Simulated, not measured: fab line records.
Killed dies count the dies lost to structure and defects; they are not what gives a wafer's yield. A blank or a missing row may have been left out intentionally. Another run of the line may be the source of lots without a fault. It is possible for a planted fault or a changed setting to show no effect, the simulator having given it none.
Matching of chambers || flow n5 finfet || N5_BEOL_M4_STRIP_36 on rie diel-04: 4 sister chambers
The step strips in N2/H2. 4 wafers are shown with their chamber, then 7 later ones without.

## WAFERS PAIRED WITH THEIR CHAMBERS
{"wafer": "L078.6", "chamber": 3, "showerhead plenum p Torr (Torr)": 2.48}
{"wafer": "L084.2", "chamber": 1, "showerhead plenum p Torr (Torr)": 2.42}
{"wafer": "L089.1", "chamber": 2, "showerhead plenum p Torr (Torr)": 2.63}
{"wafer": "L089.5", "chamber": 0, "showerhead plenum p Torr (Torr)": 2.71}

## WAFERS WITH NO CHAMBER GIVEN
{"wafer": "L089.6", "showerhead plenum p Torr (Torr)": 2.46}
{"wafer": "L096.1", "showerhead plenum p Torr (Torr)": 2.45}
{"wafer": "L096.4", "showerhead plenum p Torr (Torr)": 2.40}
{"wafer": "L096.5", "showerhead plenum p Torr (Torr)": 2.45}
{"wafer": "L097.1", "showerhead plenum p Torr (Torr)": 2.62}
{"wafer": "L097.5", "showerhead plenum p Torr (Torr)": 2.70}
{"wafer": "L097.6", "showerhead plenum p Torr (Torr)": 2.45}

## WHICH CHAMBER EACH WENT THROUGH
{"wafer": "L089.6", "from the rows above": "can't be placed: 3 or 1", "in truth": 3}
{"wafer": "L096.1", "from the rows above": "can't be placed: 3 or 1", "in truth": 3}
{"wafer": "L096.4", "from the rows above": 1, "in truth": 1}
{"wafer": "L096.5", "from the rows above": "can't be placed: 3 or 1", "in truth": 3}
{"wafer": "L097.1", "from the rows above": 2, "in truth": 2}
{"wafer": "L097.5", "from the rows above": 0, "in truth": 0}
{"wafer": "L097.6", "from the rows above": "can't be placed: 3 or 1", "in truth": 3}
Placed correctly: 3 of 7. Unplaceable from these rows: 4, with the true chamber sitting among the candidates in 4. Number placed wrongly: 0.
How it was worked out, from the rows above alone: a wafer's distance from a chamber is the root of the sum, over the readings, of the square of ((its reading less the chamber's mean) divided by the reading's scatter). If the next closest chamber is less than 2 further off than the closest, the wafer can't be placed; otherwise it belongs to the closest. A chamber's mean is the mean of its shown wafers. The scatter (one wafer shown for each chamber): square how far every hidden wafer sits from the nearest shown wafer, average those squares and take the square root.
